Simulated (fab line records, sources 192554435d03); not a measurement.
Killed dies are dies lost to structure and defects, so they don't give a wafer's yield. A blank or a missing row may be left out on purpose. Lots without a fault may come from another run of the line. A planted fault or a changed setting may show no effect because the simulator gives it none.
Split-lot experiment | flow n5_finfet | 7 lots, 21 wafers read, on a route of 1938 steps

THE SPLIT
At N5_BEOL_M7_ETCH_41 (etches SiCN in CH3F/O2, target depth 31.9 nm, time 57.8 s), the setting source_w was moved away from the recipe's 395 W on 6 of the 21 wafers read, by -6.3% to +16.4%. The other wafers ran this setting at the recipe's value.

The reading is taken at the split's own step.

THE READING
rf_vpp_V, in V, at N5_BEOL_M7_ETCH_41 (etches SiCN in CH3F/O2, target depth 31.9 nm, time 57.8 s). Fault-free wafers of this fab line usually give 297.2 V, standard deviation 1.4 V.

wafer  | tool, chamber at the split | source_w as run, W | against the recipe | rf_vpp_V, V | against lot-mates on the recipe
L078.1 | rie_diel-01, 3             | 395                | recipe             | 295.6       | -
L078.2 | rie_diel-01, 0             | 422                | +6.8%              | 290.3       | -6.4
L078.6 | rie_diel-01, 2             | 395                | recipe             | 297.9       | -
L080.1 | rie_diel-01, 0             | 454.8              | +15.1%             | 285.3       | -10.3
L080.2 | rie_diel-01, 3             | 395                | recipe             | 295.6       | -
L080.6 | rie_diel-01, 0             | 454.8              | +15.1%             | 284.0       | -11.6
L092.1 | rie_diel-03, 2             | 395                | recipe             | 295.0       | -
L092.3 | rie_diel-03, 3             | 395                | recipe             | 299.6       | -
L092.4 | rie_diel-03, 1             | 395                | recipe             | 297.7       | -
L093.2 | rie_diel-01, 2             | 370.2              | -6.3%              | 304.0       | +6.5
L093.5 | rie_diel-01, 3             | 370.2              | -6.3%              | 302.1       | +4.6
L093.6 | rie_diel-01, 2             | 395                | recipe             | 297.5       | -
L094.3 | rie_diel-03, 3             | 395                | recipe             | 297.7       | -
L094.4 | rie_diel-03, 0             | 395                | recipe             | 298.1       | -
L094.5 | rie_diel-03, 3             | 395                | recipe             | 299.0       | -
L096.1 | rie_diel-03, 2             | 395                | recipe             | 295.3       | -
L096.5 | rie_diel-03, 3             | 395                | recipe             | 300.2       | -
L096.6 | rie_diel-03, 2             | 395                | recipe             | 297.0       | -
L097.2 | rie_diel-04, 1             | 459.6              | +16.4%             | 281.4       | -15.6
L097.4 | rie_diel-04, 3             | 395                | recipe             | 298.2       | -
L097.5 | rie_diel-04, 1             | 395                | recipe             | 295.7       | -

THE FIT
A straight line over all 21 wafers: rf_vpp_V changes by -0.898 V for each +1% of source_w; r = -0.97; the points scatter about the line by 1.5 V.
The same after taking each lot's own level away (the mean of its wafers on the recipe; 21 wafers): -0.824 V for each +1%; r = -0.96; scatter 1.5 V.
On that fit, the largest move of source_w shifts the reading by 13 V.
The lots' own levels span 295.60 to 298.27 V, that is 1.9 times the standard deviation above.
So the lot-to-lot level changes the slope little: the two slopes agree.
Check: with one of the wafers moved furthest among these (+16.4%) left out of the fit, the line predicts -12.4 V for it against its lot-mates. It came out at -15.6 V against them.
Tool readings at the split's step, against how far the setting was moved: rf_vpp_V r = -0.97.

OTHER SPLITS ON THESE WAFERS
These wafers also went through other splits before the reading. Each is held against what the fit with the lots' levels taken away leaves over:
other split on the same wafers  | wafers away from the commonest value | r with rf_vpp_V (lot level and that fit taken away)
N5_BEOL_M5_COAT_22 spin_rpm     | 7                                    | -0.09
N5_BEOL_M6_ETCH_62 bias_w       | 6                                    | +0.43
N5_BEOL_M6_COAT_22 spin_rpm     | 8                                    | +0.16
N5_BEOL_M7_COAT_05 spin_rpm     | 7                                    | -0.07
N5_BEOL_M7_ETCH_61 source_w     | 11                                   | +0.25
N5_BEOL_M7_VIA_ETCH_34 source_w | 8                                    | -0.10

THE WHOLE CHAIN: every reading that the file lists as answering this split, in the file's order
step               | what it does                                              | reading                                                        | change (the file's fit)                                                              | r (the file's)
N5_BEOL_M7_ETCH_41 | etches SiCN in CH3F/O2, target depth 31.9 nm, time 57.8 s | rf_vpp_V                                                       | -0.856 V for each +1% of the setting                                                 | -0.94
N5_BEOL_M7_ETCH_41 | etches SiCN in CH3F/O2, target depth 31.9 nm, time 57.8 s | etch.depth_nm (the simulator's own value, which no gauge read) | not straight: 20.75 at the lowest setting, 21.54 at the recipe, 23.24 at the highest | not given

THE FILE'S OWN FIT
rf_vpp_V changes by -0.856 V for each +1% of source_w, r = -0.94.
